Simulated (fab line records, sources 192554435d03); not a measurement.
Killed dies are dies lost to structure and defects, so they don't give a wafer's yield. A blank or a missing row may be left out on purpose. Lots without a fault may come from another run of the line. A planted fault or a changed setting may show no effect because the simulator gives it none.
Which tool did it? | flow n5_finfet | 9 lots, 27 wafers sampled, at 4 steps of a route of 1938

WHAT THE GAUGES READ, wafer by wafer
N5_BEOL_M4_RC_MEAS_101. Usual: DIBL_N 36.0 mV/V, standard deviation 1.7; DIBL_P 36.2 mV/V, standard deviation 1.9; IOFF_N 0.154 nA/um, standard deviation 0.028; IOFF_N_85C 3.0 nA/um, standard deviation 0.44; IOFF_N_LIN 0.071 nA/um, standard deviation 0.01; IOFF_P 0.21 nA/um, standard deviation 0.036; IOFF_P_85C 3.6 nA/um, standard deviation 0.53; IOFF_P_LIN 0.099 nA/um, standard deviation 0.014; ION_N 675 uA/um, standard deviation 11; ION_P 463 uA/um, standard deviation 8.3; REXT_N 75.6 ohm.um, standard deviation 1.6; REXT_P 100.1 ohm.um, standard deviation 2.5; SS_N 71.4 mV/dec, standard deviation 0.63; SS_P 73.2 mV/dec, standard deviation 0.55; VT_N 250.2 mV, standard deviation 3; VT_N_LVT 99.5 mV, standard deviation 2.9; VT_P -251 mV, standard deviation 3.7; VT_P_LVT -99 mV, standard deviation 3.1.
lot  | measured     | on        | DIBL_N (mV/V)  | DIBL_P (mV/V)  | IOFF_N (nA/um)    | IOFF_N_85C (nA/um) | IOFF_N_LIN (nA/um) | IOFF_P (nA/um) | IOFF_P_85C (nA/um) | IOFF_P_LIN (nA/um) | ION_N (uA/um) | ION_P (uA/um) | REXT_N (ohm.um) | REXT_P (ohm.um)   | SS_N (mV/dec)  | SS_P (mV/dec)  | VT_N (mV)         | VT_N_LVT (mV)    | VT_P (mV)      | VT_P_LVT (mV)  | flag
L941 | day 9 05:26  | prober-01 | 35.0 38.3 39.0 | 33.2 38.5 38.7 | 0.116 0.186 0.196 | 2.4 3.6 3.8        | 0.059 0.088 0.091  | 0.17 0.26 0.26 | 3.1 4.4 4.4        | 0.086 0.118 0.119  | 670 688 700   | 455 474 477   | 75.7 75.8 75.7  | 100.8 98.6 98.6   | 71.2 72.9 72.4 | 73.0 73.9 73.9 | 252.2 245.6 245.2 | 103.2 96.3 94.2  | -252 -247 -246 | -101 -96 -96   |
L946 | day 12 00:50 | prober-02 | 34.7 35.7 35.7 | 35.6 36.4 36.5 | 0.134 0.155 0.146 | 2.7 3.0 2.9        | 0.064 0.073 0.071  | 0.18 0.20 0.19 | 3.3 3.5 3.4        | 0.092 0.099 0.096  | 666 679 674   | 460 461 465   | 73.5 73.1 75.8  | 104.4 104.3 105.1 | 71.4 71.4 71.2 | 72.7 72.8 72.5 | 252.2 248.9 249.6 | 101.1 97.7 100.1 | -252 -251 -251 | -103 -100 -101 |
L945 | day 11 22:34 | prober-01 | 38.5 34.9 37.2 | 40.8 36.2 39.1 | 0.191 0.124 0.178 | 3.6 2.5 3.4        | 0.086 0.060 0.082  | 0.23 0.17 0.20 | 4.0 3.0 3.6        | 0.104 0.083 0.095  | 689 654 700   | 469 455 465   | 77.0 76.4 75.3  | 97.4 95.8 97.4    | 71.7 71.2 71.2 | 73.7 73.0 74.1 | 247.8 255.7 246.3 | 95.7 101.8 95.7  | -248 -254 -252 | -97 -102 -99   |
L947 | day 12 05:21 | prober-01 | 36.9 35.5 36.7 | 37.4 35.5 36.4 | 0.154 0.126 0.142 | 3.0 2.5 2.8        | 0.072 0.061 0.068  | 0.20 0.18 0.18 | 3.4 3.1 3.2        | 0.093 0.087 0.088  | 673 660 670   | 455 455 455   | 78.9 79.2 78.3  | 106.0 104.3 104.5 | 71.7 72.1 71.4 | 73.4 72.6 73.1 | 252.1 252.8 250.3 | 98.5 101.0 98.6  | -252 -252 -254 | -100 -101 -102 |
L949 | day 12 18:04 | prober-02 | 35.3 37.6 35.9 | 34.8 36.5 35.5 | 0.139 0.168 0.142 | 2.8 3.4 2.9        | 0.067 0.076 0.067  | 0.19 0.21 0.19 | 3.3 3.7 3.4        | 0.093 0.101 0.091  | 680 674 670   | 463 459 453   | 76.4 77.2 77.1  | 97.8 99.8 100.2   | 71.2 72.3 71.2 | 73.5 73.3 73.5 | 248.6 250.2 251.0 | 98.4 96.5 99.7   | -253 -250 -254 | -99 -98 -99    |
L950 | day 13 03:38 | prober-02 | 38.4 36.0 37.1 | 38.3 35.2 35.5 | 0.186 0.135 0.162 | 3.5 2.7 3.1        | 0.085 0.065 0.074  | 0.21 0.17 0.18 | 3.7 3.1 3.1        | 0.099 0.086 0.086  | 689 667 677   | 457 452 456   | 76.5 77.4 73.9  | 102.0 101.9 102.2 | 71.5 71.5 71.9 | 73.9 73.1 73.5 | 247.5 250.2 250.1 | 97.7 103.2 100.4 | -252 -253 -255 | -102 -104 -104 |
L951 | day 13 09:31 | prober-01 | 38.1 36.0 37.3 | 39.2 36.2 37.9 | 0.194 0.148 0.170 | 3.7 2.9 3.3        | 0.088 0.068 0.077  | 0.22 0.17 0.20 | 3.9 3.1 3.4        | 0.101 0.084 0.092  | 699 669 677   | 468 449 454   | 74.8 75.2 75.1  | 98.1 99.9 97.7    | 71.7 71.4 71.6 | 73.8 73.2 73.6 | 248.7 251.7 249.3 | 94.5 99.1 96.9   | -251 -256 -255 | -98 -102 -100  |
L952 | day 13 12:22 | prober-02 | 35.6 37.3 38.7 | 36.0 38.0 38.1 | 0.124 0.157 0.185 | 2.5 3.1 3.5        | 0.060 0.072 0.077  | 0.18 0.21 0.22 | 3.2 3.6 3.7        | 0.085 0.094 0.098  | 651 668 668   | 450 456 457   | 74.4 74.1 72.8  | 99.7 99.5 98.0    | 71.6 72.5 72.8 | 72.4 72.9 73.2 | 252.7 251.6 248.1 | 102.4 98.9 98.6  | -252 -251 -249 | -102 -100 -99  |
L958 | day 15 03:25 | prober-02 | 45.3 39.3 44.5 | 43.6 38.5 43.3 | 0.381 0.221 0.369 | 6.4 4.0 6.2        | 0.146 0.093 0.148  | 0.50 0.26 0.50 | 7.4 4.4 7.5        | 0.204 0.121 0.207  | 730 682 737   | 504 466 510   | 66.0 73.7 64.6  | 88.1 99.3 86.1    | 73.4 72.9 72.3 | 74.9 73.6 75.2 | 238.8 246.6 235.6 | 84.1 94.4 84.1   | -236 -246 -235 | -82 -94 -82    | OFF

WHICH TOOL RAN EACH LOT (tool, then ch and the chambers of the sampled wafers, then the start)
lot  | N5_SPACER0_ALD_08                | N5_BEOL_M4_SPUTTER_86        | N5_BEOL_M4_SPUTTER_90
L941 | ald_sin-03 ch 0,1,2, day 3 16:20 | pvd_sputter-03, day 9 03:14  | pvd_sputter-03, day 9 03:41
L946 | ald_sin-01 ch 0,2, day 4 11:47   | pvd_sputter-03, day 11 22:29 | pvd_sputter-03, day 11 22:56
L945 | ald_sin-03 ch 1,2,3, day 4 13:35 | pvd_sputter-03, day 11 20:22 | pvd_sputter-03, day 11 20:49
L947 | ald_sin-03 ch 0,1,3, day 4 19:56 | pvd_sputter-03, day 12 03:09 | pvd_sputter-03, day 12 03:35
L949 | ald_sin-04 ch 0,3, day 5 04:40   | pvd_sputter-01, day 12 15:43 | pvd_sputter-01, day 12 16:09
L950 | ald_sin-03 ch 0,1,3, day 5 10:49 | pvd_sputter-01, day 13 01:22 | pvd_sputter-01, day 13 01:49
L951 | ald_sin-03 ch 1,2, day 5 19:38   | pvd_sputter-03, day 13 05:01 | pvd_sputter-03, day 13 05:28
L952 | ald_sin-04 ch 1,3, day 6 05:01   | pvd_sputter-01, day 13 09:50 | pvd_sputter-01, day 13 10:16
L958 | ald_sin-03 ch 0,2,3, day 7 13:49 | pvd_sputter-01, day 15 01:08 | pvd_sputter-01, day 15 01:34
- N5_SPACER0_ALD_08: deposits SiNx, target thk 2 nm.
- N5_BEOL_M4_SPUTTER_86: material Cu, target thk 4.5 nm, time 8.29 s.
- N5_BEOL_M4_SPUTTER_90: material Cu, target thk 4.5 nm, time 8.29 s.

WHAT THE TOOLS THEMSELVES READ (means of the sampled wafers that have a number; where no wafer has one, the mark that the record gives instead)
N5_SPACER0_ALD_08. Usual: chamber_pressure_Torr 2.000 Torr, standard deviation 0.0045; heater_power_w 842 W, standard deviation 84.
lot  | tool       | chamber_pressure_Torr (Torr) | heater_power_w (W) | flag
L941 | ald_sin-03 | 2.002                        | 856                |
L946 | ald_sin-01 | 1.998                        | 792                |
L945 | ald_sin-03 | 1.996                        | 837                |
L947 | ald_sin-03 | 2.002                        | 856                |
L949 | ald_sin-04 | 2.001                        | 878                |
L950 | ald_sin-03 | 1.999                        | 869                |
L951 | ald_sin-03 | 1.998                        | 814                |
L952 | ald_sin-04 | 1.996                        | 855                |
L958 | ald_sin-03 | 2.001                        | 893                |

N5_BEOL_M4_SPUTTER_86. Usual: throttle_valve_pct 30.2 %, standard deviation 0.74.
lot  | tool           | throttle_valve_pct (%) | flag
L941 | pvd_sputter-03 | 29.7                   |
L946 | pvd_sputter-03 | 29.7                   |
L945 | pvd_sputter-03 | 30.3                   |
L947 | pvd_sputter-03 | 30.2                   |
L949 | pvd_sputter-01 | 30.0                   |
L950 | pvd_sputter-01 | 30.6                   |
L951 | pvd_sputter-03 | 30.2                   |
L952 | pvd_sputter-01 | 30.4                   |
L958 | pvd_sputter-01 | 30.6                   |

N5_BEOL_M4_SPUTTER_90. Usual: throttle_valve_pct 30.2 %, standard deviation 0.74.
lot  | tool           | throttle_valve_pct (%) | flag
L941 | pvd_sputter-03 | 29.8                   |
L946 | pvd_sputter-03 | 29.6                   |
L945 | pvd_sputter-03 | 30.5                   |
L947 | pvd_sputter-03 | 30.1                   |
L949 | pvd_sputter-01 | 29.9                   |
L950 | pvd_sputter-01 | 30.4                   |
L951 | pvd_sputter-03 | 30.2                   |
L952 | pvd_sputter-01 | 30.4                   |
L958 | pvd_sputter-01 | 30.5                   |

THE ANSWER, worked out from the rows above alone
Rule: a lot is off if the mean of its wafers that have a number lies more than 3 standard deviations from the usual mean. A lot without any number at a reading at which 4 lots or more have one is off too. The other lots that the step has rows for count as sound. The gauges are gone through in route order, then the tools' own readings, and for those a lot's mean is taken as printed above. The first step at which some lot is off is used, and at that step the reading that is off furthest; a lot without a number counts as furthest.
Off: L958, at N5_BEOL_M4_RC_MEAS_101 (IOFF_N).
A tool fits if, at a process step before that reading, it ran every lot that is off, and no sound lot after the first of them. The gauges at N5_BEOL_M4_RC_MEAS_101 are tried like those tools. Can't be told from this: 3 tools fit, ald_sin-03 at N5_SPACER0_ALD_08, pvd_sputter-01 at N5_BEOL_M4_SPUTTER_86 and N5_BEOL_M4_SPUTTER_90, prober-02 at N5_BEOL_M4_RC_MEAS_101.

WHAT THE SIMULATOR HAD PUT IN
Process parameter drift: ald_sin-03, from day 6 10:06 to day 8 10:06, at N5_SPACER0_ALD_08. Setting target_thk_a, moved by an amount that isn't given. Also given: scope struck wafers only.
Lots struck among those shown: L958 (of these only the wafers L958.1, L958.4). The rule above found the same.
